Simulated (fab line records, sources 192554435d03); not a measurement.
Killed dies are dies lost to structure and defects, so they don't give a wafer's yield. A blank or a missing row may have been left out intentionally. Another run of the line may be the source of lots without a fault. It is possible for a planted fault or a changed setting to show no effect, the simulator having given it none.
Lot-split experiment || flow n5_finfet || 7 lots, 39 wafers read, on a route of 1938 steps

== ON THE SPLIT ==
At N5_PASSIVATION_ETCH_54 (etches SiO2 in CHF3/O2, target depth 880 nm, time 440 s), the setting target_depth_a was moved away from the recipe's 8800 angstrom on 15 of the 39 wafers read, by -52.9% to +31.5%. All remaining wafers had this setting at the recipe value.

The reading comes from the split's own step.

== THE READING ==
etch.depth_nm (the simulator's own value, which no gauge read), in nm, at N5_PASSIVATION_ETCH_54 (etches SiO2 in CHF3/O2, target depth 880 nm, time 440 s). The file gives no usual value for it. The 24 wafers here that ran the recipe average 875.9 nm, standard deviation 10 nm.

{"wafer": "L077.1", "tool, chamber at the split": "rie_diel-06, 3", "target_depth_a as run, angstrom": 6839, "against the recipe": "-22.3%", "etch.depth_nm, nm": 683.9, "against lot-mates on the recipe": -194.9}
{"wafer": "L077.2", "tool, chamber at the split": "rie_diel-06, 0", "target_depth_a as run, angstrom": 8800, "against the recipe": "recipe", "etch.depth_nm, nm": 879.2, "against lot-mates on the recipe": "-"}
{"wafer": "L077.3", "tool, chamber at the split": "rie_diel-06, 2", "target_depth_a as run, angstrom": 8800, "against the recipe": "recipe", "etch.depth_nm, nm": 868.7, "against lot-mates on the recipe": "-"}
{"wafer": "L077.4", "tool, chamber at the split": "rie_diel-06, 1", "target_depth_a as run, angstrom": 8800, "against the recipe": "recipe", "etch.depth_nm, nm": 888.5, "against lot-mates on the recipe": "-"}
{"wafer": "L077.5", "tool, chamber at the split": "rie_diel-06, 0", "target_depth_a as run, angstrom": 6839, "against the recipe": "-22.3%", "etch.depth_nm, nm": 679.7, "against lot-mates on the recipe": -199.1}
{"wafer": "L077.6", "tool, chamber at the split": "rie_diel-06, 1", "target_depth_a as run, angstrom": 6839, "against the recipe": "-22.3%", "etch.depth_nm, nm": 682.4, "against lot-mates on the recipe": -196.4}
{"wafer": "L079.1", "tool, chamber at the split": "rie_diel-01, 0", "target_depth_a as run, angstrom": 8800, "against the recipe": "recipe", "etch.depth_nm, nm": 873.7, "against lot-mates on the recipe": "-"}
{"wafer": "L079.2", "tool, chamber at the split": "rie_diel-01, 2", "target_depth_a as run, angstrom": 4456, "against the recipe": "-49.4%", "etch.depth_nm, nm": 442.8, "against lot-mates on the recipe": -438.2}
{"wafer": "L079.3", "tool, chamber at the split": "rie_diel-01, 1", "target_depth_a as run, angstrom": 4456, "against the recipe": "-49.4%", "etch.depth_nm, nm": 450.1, "against lot-mates on the recipe": -430.9}
{"wafer": "L079.4", "tool, chamber at the split": "rie_diel-01, 3", "target_depth_a as run, angstrom": 8800, "against the recipe": "recipe", "etch.depth_nm, nm": 886.6, "against lot-mates on the recipe": "-"}
{"wafer": "L079.5", "tool, chamber at the split": "rie_diel-01, 3", "target_depth_a as run, angstrom": 8800, "against the recipe": "recipe", "etch.depth_nm, nm": 882.7, "against lot-mates on the recipe": "-"}
{"wafer": "L079.6", "tool, chamber at the split": "rie_diel-01, 2", "target_depth_a as run, angstrom": 4456, "against the recipe": "-49.4%", "etch.depth_nm, nm": 437.8, "against lot-mates on the recipe": -443.2}
{"wafer": "L082.1", "tool, chamber at the split": "rie_diel-01, 2", "target_depth_a as run, angstrom": 6143, "against the recipe": "-30.2%", "etch.depth_nm, nm": 610.4, "against lot-mates on the recipe": -272.1}
{"wafer": "L082.2", "tool, chamber at the split": "rie_diel-01, 0", "target_depth_a as run, angstrom": 6143, "against the recipe": "-30.2%", "etch.depth_nm, nm": 612.4, "against lot-mates on the recipe": -270.1}
{"wafer": "L082.3", "tool, chamber at the split": "rie_diel-01, 1", "target_depth_a as run, angstrom": 8800, "against the recipe": "recipe", "etch.depth_nm, nm": 888.8, "against lot-mates on the recipe": "-"}
{"wafer": "L082.4", "tool, chamber at the split": "rie_diel-01, 3", "target_depth_a as run, angstrom": 6143, "against the recipe": "-30.2%", "etch.depth_nm, nm": 622.2, "against lot-mates on the recipe": -260.3}
{"wafer": "L082.5", "tool, chamber at the split": "rie_diel-01, 3", "target_depth_a as run, angstrom": 8800, "against the recipe": "recipe", "etch.depth_nm, nm": 885.3, "against lot-mates on the recipe": "-"}
{"wafer": "L082.6", "tool, chamber at the split": "rie_diel-01, 2", "target_depth_a as run, angstrom": 8800, "against the recipe": "recipe", "etch.depth_nm, nm": 873.5, "against lot-mates on the recipe": "-"}
{"wafer": "L090.1", "tool, chamber at the split": "rie_diel-06, 0", "target_depth_a as run, angstrom": 8800, "against the recipe": "recipe", "etch.depth_nm, nm": 871.6, "against lot-mates on the recipe": "-"}
{"wafer": "L090.2", "tool, chamber at the split": "rie_diel-06, 1", "target_depth_a as run, angstrom": 4145, "against the recipe": "-52.9%", "etch.depth_nm, nm": 414.2, "against lot-mates on the recipe": -459.7}
{"wafer": "L090.3", "tool, chamber at the split": "rie_diel-06, 3", "target_depth_a as run, angstrom": 8800, "against the recipe": "recipe", "etch.depth_nm, nm": 880.1, "against lot-mates on the recipe": "-"}
{"wafer": "L090.4", "tool, chamber at the split": "rie_diel-06, 2", "target_depth_a as run, angstrom": 4145, "against the recipe": "-52.9%", "etch.depth_nm, nm": 404.9, "against lot-mates on the recipe": -469.0}
{"wafer": "L090.5", "tool, chamber at the split": "rie_diel-06, 3", "target_depth_a as run, angstrom": 4145, "against the recipe": "-52.9%", "etch.depth_nm, nm": 415.3, "against lot-mates on the recipe": -458.6}
{"wafer": "L090.6", "tool, chamber at the split": "rie_diel-06, 0", "target_depth_a as run, angstrom": 8800, "against the recipe": "recipe", "etch.depth_nm, nm": 870.1, "against lot-mates on the recipe": "-"}
{"wafer": "L089.1", "tool, chamber at the split": "rie_diel-06, 0", "target_depth_a as run, angstrom": 8800, "against the recipe": "recipe", "etch.depth_nm, nm": 870.2, "against lot-mates on the recipe": "-"}
{"wafer": "L089.2", "tool, chamber at the split": "rie_diel-06, 3", "target_depth_a as run, angstrom": 11570, "against the recipe": "+31.5%", "etch.depth_nm, nm": 1148, "against lot-mates on the recipe": "+276.1"}
{"wafer": "L089.3", "tool, chamber at the split": "rie_diel-06, 1", "target_depth_a as run, angstrom": 11570, "against the recipe": "+31.5%", "etch.depth_nm, nm": 1143, "against lot-mates on the recipe": "+271.1"}
{"wafer": "L089.4", "tool, chamber at the split": "rie_diel-06, 1", "target_depth_a as run, angstrom": 11570, "against the recipe": "+31.5%", "etch.depth_nm, nm": 1141, "against lot-mates on the recipe": "+269.1"}
{"wafer": "L089.5", "tool, chamber at the split": "rie_diel-06, 0", "target_depth_a as run, angstrom": 8800, "against the recipe": "recipe", "etch.depth_nm, nm": 867.4, "against lot-mates on the recipe": "-"}
{"wafer": "L089.6", "tool, chamber at the split": "rie_diel-06, 3", "target_depth_a as run, angstrom": 8800, "against the recipe": "recipe", "etch.depth_nm, nm": 878.2, "against lot-mates on the recipe": "-"}
{"wafer": "L091.1", "tool, chamber at the split": "rie_diel-03, 3", "target_depth_a as run, angstrom": 8800, "against the recipe": "recipe", "etch.depth_nm, nm": 877.5, "against lot-mates on the recipe": "-"}
{"wafer": "L091.2", "tool, chamber at the split": "rie_diel-03, 0", "target_depth_a as run, angstrom": 8800, "against the recipe": "recipe", "etch.depth_nm, nm": 894.4, "against lot-mates on the recipe": "-"}
{"wafer": "L091.3", "tool, chamber at the split": "rie_diel-03, 1", "target_depth_a as run, angstrom": 8800, "against the recipe": "recipe", "etch.depth_nm, nm": 857.5, "against lot-mates on the recipe": "-"}
{"wafer": "L091.4", "tool, chamber at the split": "rie_diel-03, 2", "target_depth_a as run, angstrom": 8800, "against the recipe": "recipe", "etch.depth_nm, nm": 873.4, "against lot-mates on the recipe": "-"}
{"wafer": "L091.5", "tool, chamber at the split": "rie_diel-03, 1", "target_depth_a as run, angstrom": 8800, "against the recipe": "recipe", "etch.depth_nm, nm": 859.3, "against lot-mates on the recipe": "-"}
{"wafer": "L091.6", "tool, chamber at the split": "rie_diel-03, 0", "target_depth_a as run, angstrom": 8800, "against the recipe": "recipe", "etch.depth_nm, nm": 896.1, "against lot-mates on the recipe": "-"}
{"wafer": "L093.3", "tool, chamber at the split": "rie_diel-06, 1", "target_depth_a as run, angstrom": 8800, "against the recipe": "recipe", "etch.depth_nm, nm": 862.8, "against lot-mates on the recipe": "-"}
{"wafer": "L093.4", "tool, chamber at the split": "rie_diel-06, 3", "target_depth_a as run, angstrom": 8800, "against the recipe": "recipe", "etch.depth_nm, nm": 868.9, "against lot-mates on the recipe": "-"}
{"wafer": "L093.6", "tool, chamber at the split": "rie_diel-06, 1", "target_depth_a as run, angstrom": 8800, "against the recipe": "recipe", "etch.depth_nm, nm": 866.2, "against lot-mates on the recipe": "-"}

THE FIT
A straight line over all 39 wafers: etch.depth_nm changes by +8.7 nm for each +1% of target_depth_a; r = +1.00; the points scatter about the line by 8.9 nm.
The same after taking each lot's own level away (the mean of its wafers on the recipe; 39 wafers): +8.77 nm for each +1%; r = +1.00; scatter 7.9 nm.
According to that fit, moving target_depth_a by its largest amount changes the reading by 4.6e+02 nm.
From 865.97 to 882.53 nm: that is the span of the lots' own levels, equal to 1.6 times the standard deviation above.
The two slopes agree, so the slope changes little with the lot-to-lot level.
Check: -466 nm against its lot-mates is what the line predicts for one of the wafers moved furthest among these (-52.9%) when that wafer is left out of the fit. It came out at -460 nm against them.

== THE WHOLE CHAIN: every reading that the file lists as answering this split, in the file's order ==
{"step": "N5_PASSIVATION_ETCH_54", "what it does": "etches SiO2 in CHF3/O2, target depth 880 nm, time 440 s", "reading": "PASSIVATION.feature_depth_nm (the simulator's own value, which no gauge read)", "change (the file's fit)": "+8.79 nm for each +1% of the setting", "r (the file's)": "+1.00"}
{"step": "N5_PASSIVATION_ETCH_54", "what it does": "etches SiO2 in CHF3/O2, target depth 880 nm, time 440 s", "reading": "etch.depth_nm (the simulator's own value, which no gauge read)", "change (the file's fit)": "+8.79 nm for each +1% of the setting", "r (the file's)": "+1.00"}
{"step": "N5_PASSIVATION_PROBE_49", "what it does": "", "reading": "defect_limited_yield", "change (the file's fit)": "not straight: 0 at the lowest setting, 89.9 at the recipe, 88.1 at the highest", "r (the file's)": "not given"}
{"step": "N5_PASSIVATION_PROBE_49", "what it does": "", "reading": "killed_at_other", "change (the file's fit)": "not straight: 1063 at the lowest setting, 4 at the recipe, 1 at the highest", "r (the file's)": "not given"}
{"step": "N5_PASSIVATION_PROBE_49", "what it does": "", "reading": "killed_dies", "change (the file's fit)": "not straight: 1180 at the lowest setting, 119 at the recipe, 140 at the highest", "r (the file's)": "not given"}
{"step": "N5_PASSIVATION_PROBE_49", "what it does": "", "reading": "sort_bin_5_function", "change (the file's fit)": "not straight: 95.7 at the lowest setting, 5.9 at the recipe, 5.9 at the highest", "r (the file's)": "not given"}
{"step": "N5_PASSIVATION_PROBE_49", "what it does": "", "reading": "sort_n_pass", "change (the file's fit)": "not straight: 0 at the lowest setting, 1061 at the recipe, 1040 at the highest", "r (the file's)": "not given"}

== FILE'S OWN FIT ==
etch.depth_nm changes by +8.79 nm for each +1% of target_depth_a, r = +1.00.
